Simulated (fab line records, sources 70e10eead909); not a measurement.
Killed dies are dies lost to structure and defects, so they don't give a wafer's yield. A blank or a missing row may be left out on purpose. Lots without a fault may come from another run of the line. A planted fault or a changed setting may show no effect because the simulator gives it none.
Which tool did it? | flow nand_harc | 6 lots, 18 wafers sampled, at 2 steps of a route of 1159

WHAT THE GAUGES READ, wafer by wafer
NHARC_THIN_TSV_CD_MEAS_12: target cd 1000 nm.
lot  | measured     | on        | cd_nm (nm)
L767 | day 19 15:29 | cd_sem-01 | 998.4 997.8 997.2
L773 | day 19 21:29 | cd_sem-02 | 996.7 997.3 996.3
L774 | day 20 22:47 | cd_sem-02 | 1000.9 999.2 1001.6
L777 | day 21 10:56 | cd_sem-02 | 996.9 1001.9 998.6
L785 | day 23 13:27 | cd_sem-01 | 1001.4 1001.1 999.4
L788 | day 24 08:44 | cd_sem-02 | 1000.7 1001.0 997.4

WHICH TOOL RAN EACH LOT (tool, then ch and the chambers of the sampled wafers, then the start)
lot  | NHARC_A_BONDPAD_ETCH_34
L767 | rie_diel-11 ch 0,2,3, day 18 11:04
L773 | rie_diel-11 ch 0,2,3, day 19 02:29
L774 | rie_diel-13 ch 1,3, day 20 07:08
L777 | rie_diel-13 ch 1,2,3, day 20 17:23
L785 | rie_diel-01 ch 1,3, day 22 21:35
L788 | rie_diel-13 ch 2,3, day 23 16:55
- NHARC_A_BONDPAD_ETCH_34: etches the open film in N2/H2, target depth 60 nm, overetch 18 nm, time 65.91 s.

THE ANSWER, worked out from the rows above alone
Rule: what is usual is taken from the lots themselves. Put in order of their means at a reading, lots are off if they are a third of the lots or fewer, leave a main group of 4 or more, and stand apart from it by a gap of 3 or more times the standard deviation of the main group's means; of several such gaps the widest counts. A main group whose means are all the same, to the digits that the tables above print for the reading, isn't used. A lot without any number at a reading at which 4 lots or more have one is off too. The other lots that the step has rows for count as sound.
No lot is off at any reading shown: from this, nothing can be told.

WHAT THE SIMULATOR HAD PUT IN
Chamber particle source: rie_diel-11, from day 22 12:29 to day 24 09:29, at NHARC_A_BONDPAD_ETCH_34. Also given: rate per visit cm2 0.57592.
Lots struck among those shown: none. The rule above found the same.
